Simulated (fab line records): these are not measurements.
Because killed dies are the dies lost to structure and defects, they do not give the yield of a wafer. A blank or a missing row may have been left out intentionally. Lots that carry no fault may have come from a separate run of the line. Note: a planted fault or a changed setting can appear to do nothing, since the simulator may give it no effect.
The tool behind it: which one? -- flow nandHarc -- 12 lots, 36 wafers sampled, at 4 steps of a route of 1302

== WHAT THE GAUGES SHOWED, per wafer ==
The record holds no reading of a measuring or inspecting step that can be judged against a usual standard deviation.

== EACH LOT AND THE TOOL THAT RAN IT (in order: tool; ch and the chambers of the sampled wafers; start) ==
lot,NHARC_A_SGD_CUT_STRIP_28,NHARC_A_WL_FILL_RTA_01,NHARC_A_WL_FILL_ETCHBACK_05,NHARC_A_WL_FILL_ETCHBACK_17
L950,"rieDiel-03 ch 1,2,3, day 20 11:01 or earlier","rtpAnneal-01 ch 0, day 20 11:01","rieMetal-01 ch 1, day 20 12:16","rieMetal-02 ch 0,1, day 20 22:11"
L953,"rieDiel-03 ch 1,2,3, day 21 19:29 or earlier","rtpAnneal-01 ch 0, day 21 19:29","rieMetal-03 ch 0,1, day 21 20:46","rieMetal-03 ch 0,1, day 22 06:43"
L952,"rieDiel-02 ch 0,1,3, day 21 19:30 or earlier","rtpAnneal-02 ch 0, day 21 19:30","rieMetal-01 ch 0,1, day 21 20:46","rieMetal-01 ch 0,1, day 22 06:38"
L955,"rieDiel-02 ch 1,2, day 22 06:17 or earlier","rtpAnneal-02 ch 0, day 22 06:17","rieMetal-01 ch 0,1, day 22 07:32","rieMetal-02 ch 1, day 22 17:58"
L961,"rieDiel-03 ch 1,2, day 25 08:37 or earlier","rtpAnneal-02 ch 0, day 25 08:37","rieMetal-02 ch 0,1, day 25 09:53","rieMetal-03 ch 0,1, day 25 22:16"
L962,"rieDiel-08 ch 0,1,3, day 26 02:26 or earlier","rtpAnneal-02 ch 0, day 26 02:26","rieMetal-02 ch 0,1, day 26 03:44","rieMetal-01 ch 0,1, day 26 18:56"
L968,"rieDiel-08 ch 0,1, day 28 03:46 or earlier","rtpAnneal-01 ch 0, day 28 03:46","rieMetal-02 ch 0,1, day 28 04:59","rieMetal-02 ch 0,1, day 28 14:53"
L967,"rieDiel-03 ch 0,1, day 28 03:52 or earlier","rtpAnneal-01 ch 0, day 28 03:52","rieMetal-03 ch 0, day 28 05:09","rieMetal-03 ch 0, day 28 14:52"
L969,"rieDiel-02 ch 0,2,3, day 28 14:30 or earlier","rtpAnneal-02 ch 0, day 28 14:30","rieMetal-01 ch 0,1, day 28 15:44","rieMetal-01 ch 0,1, day 29 05:05"
L970,"rieDiel-08 ch 0,1,3, day 28 18:16 or earlier","rtpAnneal-01 ch 0, day 28 18:16","rieMetal-03 ch 0,1, day 28 19:29","rieMetal-02 ch 0,1, day 29 06:51"
L972,"rieDiel-02 ch 0,2,3, day 29 07:21 or earlier","rtpAnneal-02 ch 0, day 29 07:21","rieMetal-03 ch 0,1, day 29 08:41","rieMetal-01 ch 0,1, day 29 20:44"
L973,"rieDiel-03 ch 0,1, day 30 00:41 or earlier","rtpAnneal-01 ch 0, day 30 00:41","rieMetal-02 ch 1, day 30 02:13","rieMetal-03 ch 0,1, day 30 12:50"
- NHARC_A_SGD_CUT_STRIP_28: strips in O2, time 20 s.
- NHARC_A_WL_FILL_RTA_01: time 5 s.
- NHARC_A_WL_FILL_ETCHBACK_05: etches the open film in Cl2/BCl3, target depth 22 nm, time 60 s.
- NHARC_A_WL_FILL_ETCHBACK_17: etches the open film in Cl2/BCl3, target depth 4 nm, time 26.7 s.

== WHAT THE TOOLS THEMSELVES READ (means of the sampled wafers that have a number; where no wafer has one, the mark that the record gives instead) ==
NHARC_A_SGD_CUT_STRIP_28.
lot,tool,drypumpMotorCurrentA (A),oesProductAu (a.u.),rfVppV (V),showerheadPlenumPTorr (Torr),throttleValvePct (%)
L950,rieDiel-03,5.60,0.990,57.8,3.45,17.034
L953,rieDiel-03,5.59,1.004,57.6,3.45,17.038
L952,rieDiel-02,5.34,1.015,57.6,3.52,17.030
L955,rieDiel-02,5.70,1.006,59.0,3.56,17.032
L961,rieDiel-03,5.70,1.011,57.2,3.45,17.041
L962,rieDiel-08,5.65,0.998,57.5,3.39,17.041
L968,rieDiel-08,5.36,1.001,57.8,3.39,17.035
L967,rieDiel-03,5.48,1.005,58.1,3.67,17.042
L969,rieDiel-02,5.45,0.993,58.1,3.42,17.038
L970,rieDiel-08,5.65,1.000,57.0,3.39,17.042
L972,rieDiel-02,5.48,0.996,58.5,3.42,17.037
L973,rieDiel-03,5.60,1.010,58.2,3.58,17.032

NHARC_A_WL_FILL_RTA_01.
lot,tool,lampPowerPct (%),lamp_zone_1_pct (%),lamp_zone_2_pct (%),lamp_zone_3_pct (%),lamp_zone_4_pct (%),lamp_zone_5_pct (%),lamp_zone_6_pct (%),lamp_zone_7_pct (%),wafer_temp_C_max
L950,rtpAnneal-01,28.2,28.2,28.2,28.2,28.2,28.2,28.1,28.6,1002.6
L953,rtpAnneal-01,28.2,28.2,28.1,28.1,28.1,28.1,28.1,28.6,1003.0
L952,rtpAnneal-02,26.2,26.2,26.2,26.2,26.2,26.2,26.2,26.6,1004.9
L955,rtpAnneal-02,26.2,26.2,26.2,26.2,26.2,26.2,26.1,26.6,1004.2
L961,rtpAnneal-02,22.9,22.9,22.9,22.9,22.9,22.9,22.9,23.4,957.1
L962,rtpAnneal-02,22.9,22.9,22.9,22.9,22.9,22.9,22.8,23.3,957.8
L968,rtpAnneal-01,28.2,28.2,28.2,28.2,28.2,28.2,28.2,28.6,1002.3
L967,rtpAnneal-01,28.2,28.2,28.2,28.2,28.2,28.2,28.2,28.6,1003.6
L969,rtpAnneal-02,26.2,26.2,26.2,26.2,26.2,26.2,26.2,26.6,1005.1
L970,rtpAnneal-01,28.2,28.2,28.2,28.2,28.2,28.2,28.1,28.6,1002.0
L972,rtpAnneal-02,26.2,26.2,26.3,26.3,26.2,26.2,26.2,26.6,1005.1
L973,rtpAnneal-01,28.2,28.2,28.2,28.2,28.2,28.2,28.1,28.7,1002.7

NHARC_A_WL_FILL_ETCHBACK_05.
lot,tool,drypumpMotorCurrentA (A),oesProductAu (a.u.)
L950,rieMetal-01,6.8,1.010
L953,rieMetal-03,5.3,0.992
L952,rieMetal-01,6.5,1.005
L955,rieMetal-01,6.6,0.999
L961,rieMetal-02,5.6,1.008
L962,rieMetal-02,5.7,1.005
L968,rieMetal-02,5.6,0.986
L967,rieMetal-03,5.1,1.018
L969,rieMetal-01,6.5,0.986
L970,rieMetal-03,5.3,0.998
L972,rieMetal-03,5.3,1.001
L973,rieMetal-02,5.7,0.981

NHARC_A_WL_FILL_ETCHBACK_17.
lot,tool,drypumpMotorCurrentA (A),oesProductAu (a.u.)
L950,rieMetal-02,5.6,1.004
L953,rieMetal-03,5.3,0.992
L952,rieMetal-01,6.6,0.997
L955,rieMetal-02,5.7,0.990
L961,rieMetal-03,5.5,1.001
L962,rieMetal-01,6.6,0.984
L968,rieMetal-02,5.6,1.012
L967,rieMetal-03,5.1,0.998
L969,rieMetal-01,6.6,0.985
L970,rieMetal-02,5.6,1.007
L972,rieMetal-01,6.6,0.992
L973,rieMetal-03,5.5,1.017

== THE ANSWER, worked out from the rows above alone ==
Rule: usual is defined by the lots themselves. Put in order of their means at a reading, lots are off if they are a third of the lots or fewer, leave a main group of 4 or more, and stand apart from it by a gap of 3 or more times the standard deviation of the main group's means; of several such gaps the widest counts. If all means in a main group match to the digits the tables above print for the reading, that group is not used. Also off: a lot with no number at a reading for which 4 or more lots have one. Any other lot the step has rows for is counted as sound. Order of review: gauges by route order, followed by the tools' own readings, for which a lot's mean as printed above is used. At the first step where some lot is off, the reading lying furthest off is the one used; lots without a number count as furthest.
Off: L961, L962, at NHARC_A_WL_FILL_RTA_01 (wafer_temp_C_max). For the main group the mean is 1003.5 and the standard deviation 1.1.
A tool fits if, at that step or a process step before it, it ran every lot that is off, and no sound lot after the first of them. NHARC_A_SGD_CUT_STRIP_28 gives no start for some lots, so the hours and the order of its lots are those of NHARC_A_WL_FILL_RTA_01. No candidate that was tried fits.

== WHAT THE SIMULATOR PUT IN ==
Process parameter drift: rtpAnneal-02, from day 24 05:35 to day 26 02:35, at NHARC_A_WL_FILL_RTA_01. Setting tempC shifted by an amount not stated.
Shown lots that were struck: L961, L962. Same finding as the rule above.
